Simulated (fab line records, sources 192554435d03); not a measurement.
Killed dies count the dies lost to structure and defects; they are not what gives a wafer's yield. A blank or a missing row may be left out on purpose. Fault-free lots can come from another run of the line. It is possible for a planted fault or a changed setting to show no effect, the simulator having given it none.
The tool behind it: which one?	flow n5-finfet	12 lots with 34 wafers sampled at 5 steps, on a route of 1938 steps

WHAT EACH GAUGE READ, for each wafer
No reading from a measuring or inspecting step in the record can be judged against a usual standard deviation.

WHAT TOOL EACH LOT RAN ON (gives the tool, then ch and the chambers of the sampled wafers, and finally the start)
lot	N5_BEOL_M5_TRENCH_ETCH_37	N5_BEOL_M5_CVD_47	N5_BEOL_M5_ANNEAL_82	N5_BEOL_M5_SPUTTER_83	N5_PASSIVATION_PROBE_49
L501	rie-diel-06 ch 0,1,3, day 8 19:17 or earlier	cvd-co-01 ch 0,2, day 8 19:17	pvd-sputter-01, day 8 20:37	pvd-sputter-01, day 8 21:37	prober-02, day 12 20:29
L503	rie-diel-06 ch 0,2,3, day 9 08:09 or earlier	cvd-co-02 ch 1,2, day 9 08:09	pvd-sputter-03, day 9 09:44	pvd-sputter-03, day 9 10:44	prober-02, day 13 04:18
L505	rie-diel-06 ch 2,3, day 9 23:03 or earlier	cvd-co-01 ch 0, day 9 23:03	pvd-sputter-01, day 10 00:26	pvd-sputter-01, day 10 01:27	prober-01, day 13 23:58
L506	rie-diel-06 ch 1,2,3, day 10 04:28 or earlier	cvd-co-02 ch 1,2, day 10 04:28	pvd-sputter-03, day 10 05:47	pvd-sputter-03, day 10 06:47	prober-01, day 14 09:07
L508	rie-diel-05 ch 0,3, day 10 12:02 or earlier	cvd-co-02 ch 0,1, day 10 12:02	pvd-sputter-01, day 10 13:23	pvd-sputter-01, day 10 14:23	prober-02, day 14 05:26
L510	rie-diel-01 ch 1,3, day 10 13:19 or earlier	cvd-co-02 ch 1,2, day 10 13:19	pvd-sputter-02, day 10 14:46	pvd-sputter-02, day 10 15:46	prober-02, day 14 18:53
L509	rie-diel-01 ch 0,1,3, day 10 15:05 or earlier	cvd-co-01 ch 0,1, day 10 15:05	pvd-sputter-03, day 10 16:28	pvd-sputter-03, day 10 17:28	prober-01, day 14 19:35
L516	rie-diel-06 ch 3, day 12 14:07 or earlier	cvd-co-01 ch 1, day 12 14:07	pvd-sputter-01, day 12 15:35	pvd-sputter-01, day 12 16:35	prober-01, day 16 22:02
L520	rie-diel-06 ch 0,3, day 13 11:44 or earlier	cvd-co-01 ch 0,1, day 13 11:44	pvd-sputter-01, day 13 13:19	pvd-sputter-01, day 13 14:19	prober-01, day 17 22:11
L519	rie-diel-05 ch 1,2,3, day 13 13:43 or earlier	cvd-co-02 ch 0,1, day 13 13:43	pvd-sputter-02, day 13 15:05	pvd-sputter-02, day 13 16:06	prober-01, day 17 16:59
L521	rie-diel-05 ch 0,1,3, day 13 19:31 or earlier	cvd-co-02 ch 0,1, day 13 19:31	pvd-sputter-03, day 13 20:50	pvd-sputter-03, day 13 21:50	prober-02, day 18 03:53
L523	rie-diel-06 ch 2,3, day 14 04:09 or earlier	cvd-co-02 ch 0,1, day 14 04:09	pvd-sputter-02, day 14 05:34	pvd-sputter-02, day 14 06:34	prober-01, day 18 11:33
- N5_BEOL_M5_TRENCH_ETCH_37: etches SiCOH lowk in C4F6/O2, target depth 71.652 nm, time 24.7 s.
- N5_BEOL_M5_CVD_47: deposits Co from CCTBA/H2, target thk 3 nm, time 216 s.
- N5_BEOL_M5_ANNEAL_82: time 1800 s.
- N5_BEOL_M5_SPUTTER_83: material Cu, target thk 15 nm, time 27.62 s.
- N5_PASSIVATION_PROBE_49

WHAT THE TOOLS THEMSELVES READ (means of the sampled wafers that have a number; where no wafer has one, the mark that the record gives instead)
N5_BEOL_M5_TRENCH_ETCH_37. Usual: drypump-motor-current-A 5.7 A, standard deviation 0.5; oes_f_703_au 0.73 a.u., standard deviation 0.051; oes-product-au 0.73 a.u., standard deviation 0.049; rf-vpp-V 659 V, standard deviation 11; showerhead-plenum-p-Torr 2.82 Torr, standard deviation 0.083; throttle-valve-pct 21.07 %, standard deviation 0.21.
lot	tool	drypump-motor-current-A (A)	oes_f_703_au (a.u.)	oes-product-au (a.u.)	rf-vpp-V (V)	showerhead-plenum-p-Torr (Torr)	throttle-valve-pct (%)	flag
L501	rie-diel-06	5.7	0.75	0.74	655	2.85	20.96	
L503	rie-diel-06	6.0	0.74	0.73	659	2.88	20.98	
L505	rie-diel-06	6.1	0.70	0.70	661	2.86	21.16	
L506	rie-diel-06	5.8	0.71	0.70	658	2.82	21.17	
L508	rie-diel-05	5.5	0.77	0.76	650	2.78	20.94	
L510	rie-diel-01	6.0	0.71	0.71	663	2.77	21.05	
L509	rie-diel-01	5.8	0.74	0.74	656	2.79	21.01	
L516	rie-diel-06	5.7	0.70	0.70	650	2.71	21.12	
L520	rie-diel-06	6.0	0.73	0.72	654	2.83	20.91	
L519	rie-diel-05	5.4	0.69	0.70	674	2.83	21.25	
L521	rie-diel-05	5.2	0.71	0.71	663	2.79	21.12	
L523	rie-diel-06	6.0	0.87	0.87	660	2.85	20.95	

N5_BEOL_M5_CVD_47. Usual: chamber-pressure-Torr 30.00 Torr, standard deviation 0.064; run-length-s 239.1 s, standard deviation 0.39.
lot	tool	chamber-pressure-Torr (Torr)	run-length-s (s)	flag
L501	cvd-co-01	30.05	239.3	
L503	cvd-co-02	29.97	238.8	
L505	cvd-co-01	30.00	239.5	
L506	cvd-co-02	30.04	238.9	
L508	cvd-co-02	30.06	239.0	
L510	cvd-co-02	30.04	238.9	
L509	cvd-co-01	29.98	239.5	
L516	cvd-co-01	30.07	189.8	OFF
L520	cvd-co-01	30.01	189.9	OFF
L519	cvd-co-02	30.03	239.2	
L521	cvd-co-02	30.02	239.0	
L523	cvd-co-02	29.99	238.6	

N5_BEOL_M5_ANNEAL_82. Usual: heater-power-w 840 W, standard deviation 94.
lot	tool	heater-power-w (W)	flag
L501	pvd-sputter-01	784	
L503	pvd-sputter-03	821	
L505	pvd-sputter-01	803	
L506	pvd-sputter-03	811	
L508	pvd-sputter-01	852	
L510	pvd-sputter-02	907	
L509	pvd-sputter-03	810	
L516	pvd-sputter-01	826	
L520	pvd-sputter-01	758	
L519	pvd-sputter-02	981	
L521	pvd-sputter-03	846	
L523	pvd-sputter-02	833	

N5_BEOL_M5_SPUTTER_83. Usual: substrate-temp-c -20.00 C, standard deviation 0.11; throttle-valve-pct 29.9 %, standard deviation 1.2.
lot	tool	substrate-temp-c (C)	throttle-valve-pct (%)	flag
L501	pvd-sputter-01	-19.80	29.2	
L503	pvd-sputter-03	-19.95	30.6	
L505	pvd-sputter-01	-19.90	29.4	
L506	pvd-sputter-03	-19.93	31.2	
L508	pvd-sputter-01	-19.91	29.6	
L510	pvd-sputter-02	-19.90	28.3	
L509	pvd-sputter-03	-20.09	30.4	
L516	pvd-sputter-01	-19.97	29.2	
L520	pvd-sputter-01	-19.94	29.5	
L519	pvd-sputter-02	-19.94	29.9	
L521	pvd-sputter-03	-20.09	30.6	
L523	pvd-sputter-02	-19.95	29.1	

N5_PASSIVATION_PROBE_49. Usual: defect-limited-yield 91.2 %, standard deviation 1.6; killed_at_M0_to_M3 31, standard deviation 10; killed_at_M4_up 14, standard deviation 4.4; killed-at-contacts 13, standard deviation 6; killed-at-front-end 43, standard deviation 13; killed-at-other 3.5, standard deviation 2.6; killed-dies 104, standard deviation 18; killed-on-rim 14, standard deviation 4.6; killed-open 68, standard deviation 14; killed-short 34, standard deviation 8.1; sort_bin_4_leakage 0.01 %, standard deviation 0.073; sort_bin_5_function 5.1 %, standard deviation 1.1; sort_bin_6_memory 3.3 %, standard deviation 0.68; sort-n-pass 1076, standard deviation 18; sort-yield-pct 91.2 %, standard deviation 1.6.
lot	tool	defect-limited-yield (%)	killed_at_M0_to_M3	killed_at_M4_up	killed-at-contacts	killed-at-front-end	killed-at-other	killed-dies	killed-on-rim	killed-open	killed-short	sort_bin_4_leakage (%)	sort_bin_5_function (%)	sort_bin_6_memory (%)	sort-n-pass	sort-yield-pct (%)	flag
L501	prober-02	92.6	28	9	14	34	2.3	87	6	58	29	0.00	4.2	3.0	1093	92.6	
L503	prober-02	93.9	25	9	9	25	3.3	71	9	46	25	0.03	3.4	2.5	1108	93.9	
L505	prober-01	90.2	25	10	14	60	6.3	116	15	76	38	0.00	6.0	3.6	1064	90.2	
L506	prober-01	91.9	37	11	9	36	1.7	95	10	59	35	0.00	4.7	3.0	1085	91.9	
L508	prober-02	91.5	21	17	15	43	4.7	100	12	66	33	0.00	4.9	3.4	1080	91.5	
L510	prober-02	90.8	37	16	7	41	7.3	108	16	68	39	0.00	5.5	3.3	1072	90.8	
L509	prober-01	91.6	28	12	8	46	5.0	99	11	62	35	0.00	4.4	3.3	1081	91.6	
L516	prober-01	89.6	42	12	12	55	1.5	123	20	78	44	0.00	5.8	4.2	1057	89.6	
L520	prober-01	91.0	18	10	17	56	3.5	106	14	68	37	0.00	5.3	3.3	1074	91.0	
L519	prober-01	91.4	22	11	13	54	1.3	102	12	62	35	0.00	4.9	3.1	1078	91.4	
L521	prober-02	93.2	18	14	9	38	1.0	80	8	52	27	0.00	3.7	2.9	1100	93.2	
L523	prober-01	91.0	26	20	11	43	5.3	106	9	72	29	0.00	5.1	3.3	1074	91.0	

THE ANSWER, worked out from the rows above alone
Rule: a lot counts as off when the mean over its wafers that have a number is more than 3 standard deviations away from the usual mean. A lot without any number at a reading at which 4 lots or more have one is off too. Where the step has rows for the other lots, those lots are counted as sound. After the gauges, taken in route order, come the tools' own readings; for these a lot's mean is taken, as printed above. The first step at which some lot is off is used, and at that step the reading that is off furthest; a lot without a number counts as furthest.
Off: L516, L520 (N5_BEOL_M5_CVD_47, run-length-s).
If a tool, at that step or one of the process steps before it, ran each lot that is off and ran no sound lot following the first of them, it fits. N5_BEOL_M5_TRENCH_ETCH_37: start missing for some lots; hours and lot order therefore follow N5_BEOL_M5_CVD_47. One fits: cvd-co-01 at N5_BEOL_M5_CVD_47. Its last sound lot is L509 (day 10 15:05), its first lot that is off L516 (day 12 14:07): a fault that began between those two fits.
On the lots that are off, the tool's own readings at N5_BEOL_M5_CVD_47 differ by more than 5 times the standard deviation of the sound lots' means, which bears it out; run-length-s reads 189.9 s there versus 239.1 s on the sound lots.

WHAT HAD BEEN PUT IN BY THE SIMULATOR
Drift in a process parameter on cvd-co-01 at N5_BEOL_M5_CVD_47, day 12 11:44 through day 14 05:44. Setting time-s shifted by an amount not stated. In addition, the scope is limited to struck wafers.
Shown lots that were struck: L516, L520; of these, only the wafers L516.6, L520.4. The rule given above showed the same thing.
